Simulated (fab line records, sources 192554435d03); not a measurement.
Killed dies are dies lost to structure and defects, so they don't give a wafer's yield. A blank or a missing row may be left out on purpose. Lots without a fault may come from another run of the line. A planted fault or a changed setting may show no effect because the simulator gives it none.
fab line records | flow n5_finfet
record lots=11 wafers=29 last_day=16
route steps=1938 shown BEOL_M15@1813 MIM_TOP_LITHO@1843
lots that met no fault: from a run of the same line without faults
start_h: hours from the record's first day to the start of the lot's first wafer shown | wait_h: hours since the lot's step before | " the same as in the row above | L1.1+2: a row that stands for several wafers | - no value, or no start given | * or withheld: withheld | < > ~ a bound
route shown NAME@n: a module of which the file shows steps, and the number in the route of the first | usual: mean/standard deviation of fault-free wafers | same: alike in all rows | chamber/n: place in a boat | sites: the reading at each site | _std_site: their standard deviation | _edge_site: outer sites' mean less inner sites' | radius_mm: how far each site lies from the wafer's centre | mask NAME#n: copy n | behind: the tool/chamber that last shaped the wafer | hold: why the lot was held/for how many hours/how that ended | device: the transistor (n, p or np) that didn't switch | end of line: the same wafers' tests at the end of the route | a step without rows: its recipe alone | killed: dies lost to structure and defects at the first sort, not the wafer's yield | map: a wafer's dies, x killed, . not, _ none there
set.NAME: the setting as run; set.NAME@STEP: as run at that earlier step | model.NAME: the simulator's own value behind a step, which no gauge read
steps of the route over a sample of lots; a table a step, a row a wafer
services: from which hour (start_h, from the record's first day; less than 0 if before it) a tool's chamber was out of use, for how many hours, and why
## steps
# step N5_BEOL_M15_STRIP_37
# recipe chemistry=O2 power_w=600 temp_c=60 pressure_mtorr=30 rf_frequency_hz=6e+07 bias_power_w=0 overash_fraction=0.3 o2_flow_sccm=225
# usual drypump_motor_current_A=5.6/0.52 oes_product_au=0.81/0.087 rf_vpp_V=3.6/0.67 showerhead_plenum_p_Torr=2.09/0.081 throttle_valve_pct=16.63/0.21
# columns lot.wafer tool chamber start_h wait_h drypump_motor_current_A oes_product_au rf_hours_counter_h rf_vpp_V showerhead_plenum_p_Torr throttle_valve_pct
L845.3 rie_diel-03 2 - - 5.0 0.73 187 2.7 2.01 16.76
L845.5 " 2 " " 5.1 0.75 - 3.3 2.01 16.78
L845.6 " 1 " " 6.1 0.86 - 3.2 2.03 16.52
L847.4 rie_diel-03 0 - - 5.9 0.70 195 4.5 2.09 16.92
L847.6 " 2 " " 5.1 0.74 - 3.8 2.01 16.77
L849.4 rie_diel-01 2 - - 5.0 0.96 12 4.1 2.04 16.65
L849.5 " 1 " " 5.8 0.81 - 3.3 2.13 16.78
L849.6 " 0 " " 4.9 0.82 - 3.7 2.11 16.73
L848.2 rie_diel-01 2 - - 5.0 0.96 14 4.9 2.04 16.67
L848.4 " 0 " " 4.9 0.82 95 3.4 2.11 16.73
L851.2 rie_diel-03 1 - - 6.1 0.84 83 4.4 2.03 16.52
L851.3 " 3 " " 5.4 0.94 11 3.7 2.16 16.40
L851.6 " 2 " " 5.1 0.72 - 3.9 2.01 16.78
L854.1 rie_diel-05 1 - - 6.1 0.78 104 2.9 2.19 16.44
L854.2 " 3 " " 5.8 0.96 0 3.9 2.17 16.16
L854.4 " 0 " " 5.6 0.73 165 2.9 1.94 16.82
L856.1 rie_diel-05 1 - - 6.1 0.78 104 3.9 2.19 16.49
L856.4 " 2 " " 6.8 0.76 149 2.7 2.19 16.35
L856.6 " 3 " " 5.8 0.95 - 3.5 2.17 16.21
L858.4 rie_diel-05 0 - - 5.6 0.72 168 2.9 1.94 16.82
L858.6 " 3 " " 5.7 0.92 - 2.6 2.17 16.21
L860.2 rie_diel-01 2 - - 5.0 0.91 34 3.1 2.03 16.70
L860.3 " 0 " " 4.9 0.79 116 3.1 2.11 16.76
L860.5 " 1 " " 5.9 0.79 - 2.9 2.12 16.81
L861.2 rie_diel-01 2 - - 5.0 0.90 41 3.4 2.03 16.70
L861.4 " 0 " " 4.9 0.78 122 3.2 2.10 16.76
L862.2 rie_diel-01 0 - - 4.9 0.79 123 4.0 2.10 16.79
L862.3 " 2 " " 5.0 0.90 42 4.1 2.03 16.73
L862.4 " 3 " " 5.3 0.96 7 3.6 2.23 16.27
# step N5_BEOL_M15_SPUTTER_44
# recipe material=Ta target_thk_a=150 temp_c=50 bias_v=80 power_w=15000 chamber_pressure_pa=0.07 time_s=24.19
# usual throttle_valve_pct=29.5/1.1
# columns lot.wafer tool chamber start_h wait_h throttle_valve_pct
L845.3 pvd_sputter-01 - 271.12 0.0 27.9
L845.5 " - " " 27.8
L845.6 " - " " 30.6
L847.4 pvd_sputter-03 - 280.36 0.0 29.8
L847.6 " - " " 29.6
L849.4 pvd_sputter-01 - 286.61 0.0 28.1
L849.5 " - " " 28.7
L849.6 " - " " 28.2
L848.2 pvd_sputter-01 - 288.33 0.0 28.5
L848.4 " - " " 27.9
L851.2 pvd_sputter-02 - 302.97 0.0 30.8
L851.3 " - " " 28.8
L851.6 " - " " 28.8
L854.1 pvd_sputter-03 - 325.57 0.0 28.8
L854.2 " - " " 32.0
L854.4 " - " " 28.9
L856.1 pvd_sputter-01 - 328.21 0.0 29.0
L856.4 " - " " 30.4
L856.6 " - " " 29.5
L858.4 pvd_sputter-01 - 336.20 0.0 27.9
L858.6 " - " " 29.7
L860.2 pvd_sputter-01 - 346.14 0.0 27.6
L860.3 " - " " 30.6
L860.5 " - " " 28.9
L861.2 pvd_sputter-03 - 371.66 0.0 28.8
L861.4 " - " " 29.8
L862.2 pvd_sputter-02 - 372.52 0.0 28.4
L862.3 " - " " 28.7
L862.4 " - " " 28.7
# step N5_MIM_TOP_LITHO_EXPOSE_05
# recipe mask_id=MIM_TOP na=0.55 source_shape=conventional sigma_outer=0.8 polarization=unpolarized target_cd_nm=2000 dose_mj=20.5
# usual focus_offset_nm=-0.1/0.47
# columns lot.wafer tool chamber start_h wait_h mask focus_offset_nm
L845.3 krf_scanner-02 0 274.63 - MIM_TOP#0 0.4
L845.5 " 0 " " MIM_TOP#0 0.7
L845.6 " 0 " " MIM_TOP#0 0.4
L847.4 krf_scanner-01 0 286.44 - MIM_TOP#0 0.0
L847.6 " 0 " " MIM_TOP#0 0.4
L849.4 krf_scanner-02 0 291.35 - MIM_TOP#0 -0.3
L849.5 " 0 " " MIM_TOP#0 -0.5
L849.6 " 0 " " MIM_TOP#0 -0.7
L848.2 krf_scanner-01 0 293.23 - MIM_TOP#0 -0.4
L848.4 " 0 " " MIM_TOP#0 -1.0
L851.2 krf_scanner-02 0 307.32 - MIM_TOP#0 -0.6
L851.3 " 0 " " MIM_TOP#0 -0.2
L851.6 " 0 " " MIM_TOP#0 -0.3
L854.1 krf_scanner-01 0 329.89 - MIM_TOP#0 -0.1
L854.2 " 0 " " MIM_TOP#0 -0.5
L854.4 " 0 " " MIM_TOP#0 -0.2
L856.1 krf_scanner-02 0 332.31 - MIM_TOP#0 0.6
L856.4 " 0 " " MIM_TOP#0 -0.1
L856.6 " 0 " " MIM_TOP#0 0.6
L858.4 krf_scanner-02 0 341.00 - MIM_TOP#0 0.0
L858.6 " 0 " " MIM_TOP#0 0.2
L860.2 krf_scanner-02 0 350.53 - MIM_TOP#0 0.1
L860.3 " 0 " " MIM_TOP#0 0.1
L860.5 " 0 " " MIM_TOP#0 0.2
L861.2 krf_scanner-01 0 375.14 - MIM_TOP#0 0.2
L861.4 " 0 " " MIM_TOP#0 0.9
L862.2 krf_scanner-01 0 377.70 - MIM_TOP#0 -1.2
L862.3 " 0 " " MIM_TOP#0 -0.2
L862.4 " 0 " " MIM_TOP#0 -0.4
# step N5_MIM_TOP_LITHO_OVL_MEAS_11
# recipe points_per_wafer=44
# usual MIM_TOP_OVL=3/5.7
# columns lot.wafer tool chamber start_h wait_h MIM_TOP_OVL[nm]
L845.3 overlay-02 0 274.82 0.0 -2
L845.5 " 0 " " -1
L845.6 " 0 " " 7
L847.4 overlay-02 0 286.63 0.0 2
L847.6 " 0 " " -2
L849.4 overlay-01 0 291.54 0.0 6
L849.5 " 0 " " 12
L849.6 " 0 " " 14
L848.2 overlay-01 0 293.43 0.0 0
L848.4 " 0 " " 2
L851.2 overlay-01 0 307.52 0.0 12
L851.3 " 0 " " 8
L851.6 " 0 " " 11
L854.1 overlay-01 0 330.10 0.0 -4
L854.2 " 0 " " -2
L854.4 " 0 " " 2
L856.1 overlay-01 0 332.52 0.0 3
L856.4 " 0 " " 6
L856.6 " 0 " " 2
L858.4 overlay-01 0 341.19 0.0 637
L858.6 " 0 " " 634
L860.2 overlay-01 0 350.73 0.0 625
L860.3 " 0 " " 617
L860.5 " 0 " " 627
L861.2 overlay-01 0 375.34 0.0 2
L861.4 " 0 " " 5
L862.2 overlay-02 0 377.90 0.0 -7
L862.3 " 0 " " 0
L862.4 " 0 " " -7
# step N5_MIM_TOP_LITHO_DESCUM_10
# recipe chemistry=O2 time_s=7.9 source_power_w=50 bias_power_w=20 pressure_mtorr=20 rf_frequency_hz=2.712e+07 temp_c=40 o2_flow_sccm=225
# usual drypump_motor_current_A=5.7/0.36 oes_product_au=0.84/0.098 rf_vpp_V=243.4/1.4 showerhead_plenum_p_Torr=2.10/0.074 throttle_valve_pct=20.50/0.18
# columns lot.wafer tool chamber start_h wait_h drypump_motor_current_A oes_product_au rf_hours_counter_h rf_vpp_V showerhead_plenum_p_Torr throttle_valve_pct
L845.3 rie_diel-02 3 275.43 0.6 5.7 0.79 92 244.7 2.22 20.58
L845.5 " 0 " " 5.3 0.84 - 244.3 2.09 20.52
L845.6 " 1 " " 5.5 0.69 - 244.8 2.17 20.87
L847.4 rie_diel-06 0 286.79 0.1 6.0 0.93 - 245.1 2.11 20.14
L847.6 " 1 " " 6.1 0.94 - 245.1 2.13 20.33
L849.4 rie_diel-04 3 291.59 0.0 5.6 0.70 241 242.9 2.06 20.77
L849.5 " 3 " " 5.6 0.68 - 242.9 2.06 20.77
L849.6 " 2 " " 6.4 0.70 - 239.8 1.98 20.42
L848.2 rie_diel-04 1 293.56 0.1 5.4 0.83 98 243.5 2.10 20.45
L848.4 " 2 " " 6.4 0.69 224 241.1 1.98 20.40
L851.2 rie_diel-02 1 307.80 0.3 5.6 0.68 250 242.1 2.17 20.90
L851.3 " 0 " " 5.3 0.82 94 242.8 2.08 20.54
L851.6 " 3 " " 5.8 0.77 - 244.3 2.22 20.61
L854.1 rie_diel-02 3 330.20 0.1 5.7 0.77 116 244.7 2.21 20.65
L854.2 " 0 " " 5.3 0.81 104 244.5 2.08 20.55
L854.4 " 3 " " 5.7 0.78 - 245.0 2.21 20.62
L856.1 rie_diel-06 0 332.58 0.0 5.9 0.91 44 242.7 2.10 20.16
L856.4 " 2 " " 5.3 0.93 15 246.4 2.23 20.34
L856.6 " 3 " " 5.9 0.87 - 242.4 2.03 20.67
L858.4 rie_diel-02 2 341.24 0.0 5.0 1.03 0 243.6 2.06 20.24
L858.6 " 3 " " 5.8 0.77 - 244.6 2.21 20.64
L860.2 rie_diel-04 3 350.78 0.0 5.6 0.99 4 242.7 2.06 20.42
L860.3 " 0 " " 6.1 0.73 170 242.0 2.01 20.58
L860.5 " 2 " " 6.4 0.69 - 240.6 1.97 20.44
L861.2 rie_diel-02 2 375.40 0.0 5.0 0.95 12 241.7 2.06 20.26
L861.4 " 1 " " 5.6 0.95 18 244.3 2.16 20.54
L862.2 rie_diel-06 2 377.96 0.0 5.3 0.89 32 246.0 2.23 20.36
L862.3 " 0 " " 5.9 0.86 61 243.4 2.10 20.21
L862.4 " 3 " " 5.9 0.84 54 242.6 2.03 20.69
## services
# columns tool chamber start_h hours kind
krf_scanner-02 - 258.13 11.6 pm
rie_diel-02 2 266.21 11.0 repair
rie_diel-03 3 266.40 4.3 repair
rie_diel-04 - 279.19 1.3 repair
rie_diel-04 2 280.55 4.1 repair
krf_scanner-01 - 280.58 0.8 pm
pvd_sputter-02 - 284.61 5.1 repair
rie_diel-05 3 288.80 4.2 repair
rie_diel-03 0 289.36 5.6 repair
krf_scanner-01 - 302.66 1.0 pm
krf_scanner-01 - 305.96 0.7 repair
rie_diel-02 1 308.79 - clean
rie_diel-06 - 319.94 0.8 repair
krf_scanner-02 - 321.41 4.4 pm
krf_scanner-01 - 325.78 1.3 pm
rie_diel-01 1 326.54 5.2 repair
krf_scanner-01 - 333.95 36.0 pm
rie_diel-03 3 343.39 5.5 repair
rie_diel-03 2 358.84 8.7 repair
rie_diel-03 1 362.26 7.0 repair
rie_diel-04 0 366.47 32.6 repair
krf_scanner-02 - 369.95 4.0 pm
krf_scanner-02 - 373.97 1.3 pm
rie_diel-02 3 377.58 6.5 repair
## key
first_sign step=N5_MIM_TOP_LITHO_OVL_MEAS_11 reading=MIM_TOP_OVL direction=up sigmas=99+ usual=3 struck=628
effect none on later readings
met_at N5_MIM_TOP_LITHO_EXPOSE_05
struck_lots L858,L860
not_acting_at N5_BEOL_M15_STRIP_37,N5_BEOL_M15_SPUTTER_44,N5_MIM_TOP_LITHO_DESCUM_10
onset_between 332.31 341.00
fault kind=scanner_matching_overlay tool=krf_scanner-02 chamber=- onset_h=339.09 steps=N5_MIM_TOP_LITHO_EXPOSE_05 offset=622.97
